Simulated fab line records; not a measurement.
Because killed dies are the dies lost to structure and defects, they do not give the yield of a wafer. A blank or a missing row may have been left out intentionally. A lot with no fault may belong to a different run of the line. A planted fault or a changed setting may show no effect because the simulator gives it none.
Which tool was responsible? ; flow n5-finfet ; 24 lots, 72 wafers sampled, at 6 steps of a route of 1938

## WHAT EACH GAUGE READ, for each wafer
Not one reading of a measure or inspect step in the record can be checked against a usual standard deviation.

## TOOL THAT RAN EACH LOT (tool first, then ch and the chambers of the sampled wafers, then the start)
lot;N5_BEOL_M0_SPUTTER_134;N5_BEOL_M1_PECVD_72;N5_BEOL_M1_HM_DEP_02;N5_BEOL_M1_ETCH_70;N5_BEOL_M1_SPUTTER_48;N5_BEOL_M1_ANNEAL_49
L074;pvd-sputter-02, day 6 05:28;pecvd-04 ch 0,1,2, day 6 06:52;pvd-sputter-01, day 6 08:05;rie-diel-03 ch 2,3, day 6 14:13;pvd-sputter-02, day 6 15:47;pvd-sputter-02, day 6 15:52
L075;pvd-sputter-03, day 6 10:50;pecvd-01 ch 0,1,2, day 6 12:13;pvd-sputter-01, day 6 13:24;rie-diel-03 ch 0,2,3, day 6 17:02;pvd-sputter-02, day 6 18:41;pvd-sputter-02, day 6 18:46
L076;pvd-sputter-01, day 6 13:06;pecvd-04 ch 0,1, day 6 14:26;pvd-sputter-03, day 6 14:59;rie-diel-01 ch 1,2,3, day 6 16:59;pvd-sputter-01, day 6 18:49;pvd-sputter-01, day 6 18:53
L077;pvd-sputter-01, day 6 17:30;pecvd-02 ch 1,2, day 6 18:54;pvd-sputter-01, day 6 20:39;rie-diel-03 ch 0,1,2, day 6 23:04;pvd-sputter-02, day 7 00:22;pvd-sputter-02, day 7 00:27
L078;pvd-sputter-03, day 6 19:11;pecvd-01 ch 1,2, day 6 20:32;pvd-sputter-01, day 6 21:32;rie-diel-03 ch 0,1,2, day 7 00:10;pvd-sputter-03, day 7 01:55;pvd-sputter-03, day 7 02:01
L079;pvd-sputter-03, day 7 06:55;pecvd-04 ch 0,2, day 7 08:16;pvd-sputter-02, day 7 08:39;rie-diel-03 ch 0,1,3, day 7 13:07;pvd-sputter-03, day 7 16:24;pvd-sputter-03, day 7 16:29
L080;pvd-sputter-01, day 7 08:52;pecvd-01 ch 1,2, day 7 10:50;pvd-sputter-01, day 7 11:56;rie-diel-03 ch 0,1,3, day 7 17:51;pvd-sputter-01, day 7 19:14;pvd-sputter-01, day 7 19:19
L081;pvd-sputter-03, day 7 19:13;pecvd-04 ch 0,2, day 7 20:34;pvd-sputter-02, day 7 21:27;rie-diel-01 ch 0,2, day 7 23:56;pvd-sputter-01, day 8 01:24;pvd-sputter-01, day 8 01:29
L082;pvd-sputter-02, day 7 21:15;pecvd-04 ch 0,1,2, day 7 22:42;pvd-sputter-03, day 8 00:22;rie-diel-01 ch 1,2,3, day 8 02:49;pvd-sputter-03, day 8 04:37;pvd-sputter-03, day 8 04:41
L083;pvd-sputter-02, day 8 04:04;pecvd-04 ch 0,1, day 8 05:26;pvd-sputter-02, day 8 06:51;rie-diel-01 ch 1,2,3, day 8 09:59;pvd-sputter-03, day 8 11:40;pvd-sputter-03, day 8 11:45
L084;pvd-sputter-01, day 8 09:35;pecvd-01 ch 1,2, day 8 10:56;pvd-sputter-01, day 8 11:23;rie-diel-04 ch 0,1,2, day 8 15:39;pvd-sputter-03, day 8 17:44;pvd-sputter-03, day 8 17:49
L085;pvd-sputter-03, day 8 19:49;pecvd-01 ch 0,2, day 8 21:10;pvd-sputter-01, day 8 21:56;rie-diel-04 ch 0,2,3, day 9 01:49;pvd-sputter-02, day 9 03:46;pvd-sputter-02, day 9 03:50
L086;pvd-sputter-02, day 8 21:56;pecvd-04 ch 1,2, day 8 23:44;pvd-sputter-02, day 9 02:26;rie-diel-03 ch 0,2,3, day 9 04:45;pvd-sputter-02, day 9 06:14;pvd-sputter-02, day 9 06:19
L087;pvd-sputter-03, day 9 04:18;pecvd-04 ch 1,2, day 9 05:41;pvd-sputter-02, day 9 06:06;rie-diel-03 ch 0,1, day 9 15:34;pvd-sputter-02, day 9 18:23;pvd-sputter-02, day 9 18:28
L088;pvd-sputter-03, day 9 11:59;pecvd-01 ch 0,1,2, day 9 13:20;pvd-sputter-02, day 9 13:49;rie-diel-04 ch 1,2, day 9 19:18;pvd-sputter-01, day 9 21:00;pvd-sputter-01, day 9 21:05
L090;pvd-sputter-03, day 9 21:17;pecvd-01 ch 0,1,2, day 9 23:04;pvd-sputter-03, day 9 23:56;rie-diel-04 ch 1,2, day 10 02:24;pvd-sputter-01, day 10 04:12;pvd-sputter-01, day 10 04:17
L089;pvd-sputter-03, day 9 21:54;pecvd-04 ch 1,2, day 9 23:16;pvd-sputter-01, day 10 00:06;rie-diel-01 ch 1,2,3, day 10 02:39;pvd-sputter-02, day 10 04:41;pvd-sputter-02, day 10 04:46
L091;pvd-sputter-01, day 10 03:58;pecvd-04 ch 0,1,2, day 10 05:35;pvd-sputter-03, day 10 06:20;rie-diel-01 ch 0,1,2, day 10 08:54;pvd-sputter-02, day 10 10:25;pvd-sputter-02, day 10 10:29
L092;pvd-sputter-02, day 10 10:01;pecvd-01 ch 0,1,2, day 10 11:24;pvd-sputter-02, day 10 12:20;rie-diel-03 ch 0,2,3, day 10 19:16;pvd-sputter-02, day 10 22:01;pvd-sputter-02, day 10 22:06
L093;pvd-sputter-03, day 10 15:28;pecvd-02 ch 0,1, day 10 17:01;pvd-sputter-02, day 10 18:45;rie-diel-01 ch 0,3, day 11 01:25;pvd-sputter-01, day 11 02:42;pvd-sputter-01, day 11 02:47
L094;pvd-sputter-03, day 10 23:33;pecvd-01 ch 0,1,2, day 11 00:59;pvd-sputter-03, day 11 01:22;rie-diel-04 ch 0,1,2, day 11 06:35;pvd-sputter-02, day 11 08:17;pvd-sputter-02, day 11 08:22
L095;pvd-sputter-01, day 11 04:47;pecvd-02 ch 0,1, day 11 06:11;pvd-sputter-02, day 11 06:52;rie-diel-04 ch 1,2,3, day 11 11:48;pvd-sputter-02, day 11 13:11;pvd-sputter-02, day 11 13:16
L096;pvd-sputter-02, day 11 07:38;pecvd-04 ch 0,1, day 11 09:08;pvd-sputter-03, day 11 09:24;rie-diel-03 ch 1,2,3, day 11 12:11;pvd-sputter-01, day 11 13:51;pvd-sputter-01, day 11 13:56
L097;pvd-sputter-02, day 11 12:46;pecvd-01 ch 0,1, day 11 14:27;pvd-sputter-03, day 11 15:50;rie-diel-04 ch 0,1, day 11 21:00;pvd-sputter-02, day 12 00:06;pvd-sputter-02, day 12 00:11
- N5_BEOL_M0_SPUTTER_134: material Cu, target thk 4 nm, time 7.37 s.
- N5_BEOL_M1_PECVD_72: deposits SiO2 from TEOS/O2, target thk 16 nm, time 18 s.
- N5_BEOL_M1_HM_DEP_02: deposits TiN, target thk 20 nm.
- N5_BEOL_M1_ETCH_70: etches SOC in N2/H2, target depth 80 nm, overetch 16 nm, time 120 s.
- N5_BEOL_M1_SPUTTER_48: material Cu, target thk 4.5 nm, time 8.29 s.
- N5_BEOL_M1_ANNEAL_49: time 240 s.

## AS READ BY THE TOOLS THEMSELVES (means over the sampled wafers that have a number; for cases with no such wafer, the mark the record gives instead)
N5_BEOL_M0_SPUTTER_134. Usual: throttle-valve-pct reads 30.1 % (standard deviation 1.1).
lot;tool;throttle-valve-pct (%);flag
L074;pvd-sputter-02;30.7;
L075;pvd-sputter-03;30.6;
L076;pvd-sputter-01;29.7;
L077;pvd-sputter-01;30.7;
L078;pvd-sputter-03;30.2;
L079;pvd-sputter-03;30.6;
L080;pvd-sputter-01;30.2;
L081;pvd-sputter-03;29.9;
L082;pvd-sputter-02;30.7;
L083;pvd-sputter-02;30.8;
L084;pvd-sputter-01;29.8;
L085;pvd-sputter-03;30.3;
L086;pvd-sputter-02;28.5;
L087;pvd-sputter-03;30.0;
L088;pvd-sputter-03;30.4;
L090;pvd-sputter-03;30.4;
L089;pvd-sputter-03;30.1;
L091;pvd-sputter-01;29.9;
L092;pvd-sputter-02;29.9;
L093;pvd-sputter-03;30.5;
L094;pvd-sputter-03;30.7;
L095;pvd-sputter-01;30.9;
L096;pvd-sputter-02;30.0;
L097;pvd-sputter-02;29.0;

N5_BEOL_M1_PECVD_72. Usual: heater-power-w 741 W, standard deviation 86; showerhead-plenum-p-Torr 8.83 Torr, standard deviation 0.077; throttle-valve-pct 22.6 %, standard deviation 1.5.
lot;tool;heater-power-w (W);showerhead-plenum-p-Torr (Torr);throttle-valve-pct (%);flag
L074;pecvd-04;778;8.83;22.4;
L075;pecvd-01;711;8.84;23.0;
L076;pecvd-04;689;8.83;22.6;
L077;pecvd-02;652;8.73;22.5;
L078;pecvd-01;820;8.87;24.1;
L079;pecvd-04;754;8.78;21.9;
L080;pecvd-01;755;8.90;22.5;
L081;pecvd-04;722;8.79;21.7;
L082;pecvd-04;806;8.83;22.5;
L083;pecvd-04;687;8.84;22.5;
L084;pecvd-01;767;8.89;24.1;
L085;pecvd-01;750;8.89;21.4;
L086;pecvd-04;790;8.83;22.4;
L087;pecvd-04;851;8.86;23.2;
L088;pecvd-01;727;8.86;23.1;
L090;pecvd-01;710;8.86;22.9;
L089;pecvd-04;854;8.82;22.6;
L091;pecvd-04;795;8.83;22.5;
L092;pecvd-01;699;8.85;22.8;
L093;pecvd-02;694;8.71;22.0;
L094;pecvd-01;736;8.85;22.9;
L095;pecvd-02;679;8.71;21.9;
L096;pecvd-04;750;8.87;23.1;
L097;pecvd-01;713;8.81;23.4;

N5_BEOL_M1_HM_DEP_02. Usual: throttle-valve-pct reads 30.2 % (standard deviation 1.1).
lot;tool;throttle-valve-pct (%);flag
L074;pvd-sputter-01;30.7;
L075;pvd-sputter-01;29.8;
L076;pvd-sputter-03;30.5;
L077;pvd-sputter-01;29.9;
L078;pvd-sputter-01;30.3;
L079;pvd-sputter-02;30.7;
L080;pvd-sputter-01;30.3;
L081;pvd-sputter-02;29.9;
L082;pvd-sputter-03;30.0;
L083;pvd-sputter-02;29.6;
L084;pvd-sputter-01;29.4;
L085;pvd-sputter-01;29.8;
L086;pvd-sputter-02;29.9;
L087;pvd-sputter-02;30.6;
L088;pvd-sputter-02;29.9;
L090;pvd-sputter-03;30.6;
L089;pvd-sputter-01;30.3;
L091;pvd-sputter-03;30.3;
L092;pvd-sputter-02;29.5;
L093;pvd-sputter-02;30.7;
L094;pvd-sputter-03;30.2;
L095;pvd-sputter-02;29.9;
L096;pvd-sputter-03;30.3;
L097;pvd-sputter-03;30.2;

N5_BEOL_M1_ETCH_70. Usual: drypump-motor-current-A 5.8 A, standard deviation 0.58; oes-product-au 0.61 a.u., standard deviation 0.066; rf-vpp-V 523.5 V, standard deviation 2.1; showerhead-plenum-p-Torr 2.53 Torr, standard deviation 0.072; throttle-valve-pct 17.78 %, standard deviation 0.28.
lot;tool;drypump-motor-current-A (A);oes-product-au (a.u.);rf-vpp-V (V);showerhead-plenum-p-Torr (Torr);throttle-valve-pct (%);flag
L074;rie-diel-03;6.0;0.56;523.5;2.56;17.75;
L075;rie-diel-03;5.6;0.59;524.3;2.54;17.65;
L076;rie-diel-01;5.9;0.67;522.4;2.51;17.72;
L077;rie-diel-03;5.3;0.59;522.6;2.51;17.65;
L078;rie-diel-03;5.3;0.60;522.9;2.51;17.65;
L079;rie-diel-03;5.5;0.59;524.3;2.58;17.56;
L080;rie-diel-03;5.5;0.60;525.3;2.58;17.57;
L081;rie-diel-01;5.2;0.70;524.5;2.56;17.49;
L082;rie-diel-01;5.9;0.65;523.4;2.50;17.75;
L083;rie-diel-01;5.9;0.65;522.5;2.50;17.75;
L084;rie-diel-04;6.0;0.60;525.7;2.59;18.09;
L085;rie-diel-04;6.0;0.58;524.2;2.55;18.20;
L086;rie-diel-03;5.6;0.57;523.6;2.53;17.68;
L087;rie-diel-03;5.2;0.59;524.9;2.54;17.58;
L088;rie-diel-04;6.0;0.64;524.5;2.59;17.96;
L090;rie-diel-04;6.3;0.62;524.6;2.56;17.89;
L089;rie-diel-01;5.9;0.63;522.9;2.50;17.77;
L091;rie-diel-01;5.4;0.63;523.0;2.53;17.75;
L092;rie-diel-03;5.6;0.57;524.0;2.52;17.71;
L093;rie-diel-01;5.9;0.65;522.8;2.50;17.64;
L094;rie-diel-04;6.0;0.65;524.4;2.59;17.96;
L095;rie-diel-04;6.3;0.60;522.9;2.52;18.02;
L096;rie-diel-03;5.7;0.55;522.9;2.51;17.82;
L097;rie-diel-04;6.2;0.63;525.2;2.56;17.90;

N5_BEOL_M1_SPUTTER_48. Usual: throttle-valve-pct reads 30.1 % (standard deviation 1.2).
lot;tool;throttle-valve-pct (%);flag
L074;pvd-sputter-02;28.9;
L075;pvd-sputter-02;31.0;
L076;pvd-sputter-01;29.9;
L077;pvd-sputter-02;29.4;
L078;pvd-sputter-03;30.4;
L079;pvd-sputter-03;30.0;
L080;pvd-sputter-01;30.4;
L081;pvd-sputter-01;29.8;
L082;pvd-sputter-03;29.8;
L083;pvd-sputter-03;30.2;
L084;pvd-sputter-03;29.8;
L085;pvd-sputter-02;30.8;
L086;pvd-sputter-02;29.4;
L087;pvd-sputter-02;29.5;
L088;pvd-sputter-01;30.5;
L090;pvd-sputter-01;30.5;
L089;pvd-sputter-02;28.9;
L091;pvd-sputter-02;29.9;
L092;pvd-sputter-02;30.8;
L093;pvd-sputter-01;30.9;
L094;pvd-sputter-02;30.1;
L095;pvd-sputter-02;30.8;
L096;pvd-sputter-01;31.3;
L097;pvd-sputter-02;30.2;

N5_BEOL_M1_ANNEAL_49. Usual: heater-power-w reads 855 W (standard deviation 74).
lot;tool;heater-power-w (W);flag
L074;pvd-sputter-02;994;
L075;pvd-sputter-02;882;
L076;pvd-sputter-01;819;
L077;pvd-sputter-02;902;
L078;pvd-sputter-03;853;
L079;pvd-sputter-03;806;
L080;pvd-sputter-01;804;
L081;pvd-sputter-01;818;
L082;pvd-sputter-03;809;
L083;pvd-sputter-03;843;
L084;pvd-sputter-03;810;
L085;pvd-sputter-02;866;
L086;pvd-sputter-02;916;
L087;pvd-sputter-02;901;
L088;pvd-sputter-01;804;
L090;pvd-sputter-01;808;
L089;pvd-sputter-02;972;
L091;pvd-sputter-02;929;
L092;pvd-sputter-02;848;
L093;pvd-sputter-01;795;
L094;pvd-sputter-02;936;
L095;pvd-sputter-02;856;
L096;pvd-sputter-01;810;
L097;pvd-sputter-02;854;

## THE ANSWER, worked out from the rows above alone
Rule: a lot counts as off when the mean over its wafers that have a number is more than 3 standard deviations away from the usual mean. Also off: a lot with no number at a reading for which 4 or more lots have one. The other lots that the step has rows for count as sound. First the gauges in route order, then the tools' own readings, where a lot's mean is used as printed above. The first step at which some lot is off is used, and at that step the reading that is off furthest; a lot without a number counts as furthest.
No lot is off at any reading shown: from this, nothing can be told.

## WHAT THE SIMULATOR HAD INSERTED
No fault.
